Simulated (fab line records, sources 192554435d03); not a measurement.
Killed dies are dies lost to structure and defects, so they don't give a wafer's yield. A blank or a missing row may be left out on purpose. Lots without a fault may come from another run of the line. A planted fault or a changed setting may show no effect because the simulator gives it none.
Chamber matching | flow n5_finfet | N5_BEOL_M9_STRIP_36 on rie_diel-01: 4 sister chambers
The step strips in N2/H2. 8 wafers are shown with their chamber, then 8 later ones without.

WAFERS WITH THEIR CHAMBER
wafer  | chamber | throttle_valve_pct (%) | drypump_motor_current_A (A)
L074.4 | 2       | 24.13                  | 6.1
L083.1 | 0       | 23.33                  | 6.1
L083.2 | 1       | 23.26                  | 5.8
L083.6 | 0       | 23.36                  | 6.1
L080.1 | 2       | 24.16                  | 6.0
L080.2 | 3       | 23.77                  | 6.7
L080.4 | 1       | 23.22                  | 5.8
L085.1 | 3       | 23.79                  | 6.7

WAFERS WITHOUT THEIR CHAMBER
wafer  | throttle_valve_pct (%) | drypump_motor_current_A (A)
L085.3 | 23.26                  | 5.9
L085.5 | 23.37                  | 6.1
L088.1 | 23.39                  | 6.1
L088.4 | 23.28                  | 6.0
L088.5 | 23.82                  | 6.7
L095.2 | 23.80                  | 6.7
L095.3 | 24.15                  | 6.0
L095.4 | 23.28                  | 5.8

WHICH CHAMBER EACH WENT THROUGH
wafer  | from the rows above     | in truth
L085.3 | 1                       | 1
L085.5 | 0                       | 0
L088.1 | 0                       | 0
L088.4 | can't be placed: 0 or 1 | 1
L088.5 | 3                       | 3
L095.2 | 3                       | 3
L095.3 | 2                       | 2
L095.4 | 1                       | 1
Placed correctly: 7 of 8. Can't be placed from these rows: 1 (the true chamber is among the candidates in 1). Placed wrongly: 0.
How it was worked out, from the rows above alone: a wafer's distance from a chamber is the root of the sum, over the readings, of the square of ((its reading less the chamber's mean) divided by the reading's scatter). The wafer belongs to the nearest chamber; if the next one is less than 2 further off, it can't be placed. A chamber's mean is the mean of its shown wafers. The scatter: the root of (the sum of the squares of (reading less its chamber's mean) over the shown wafers, divided by (wafers less chambers)).
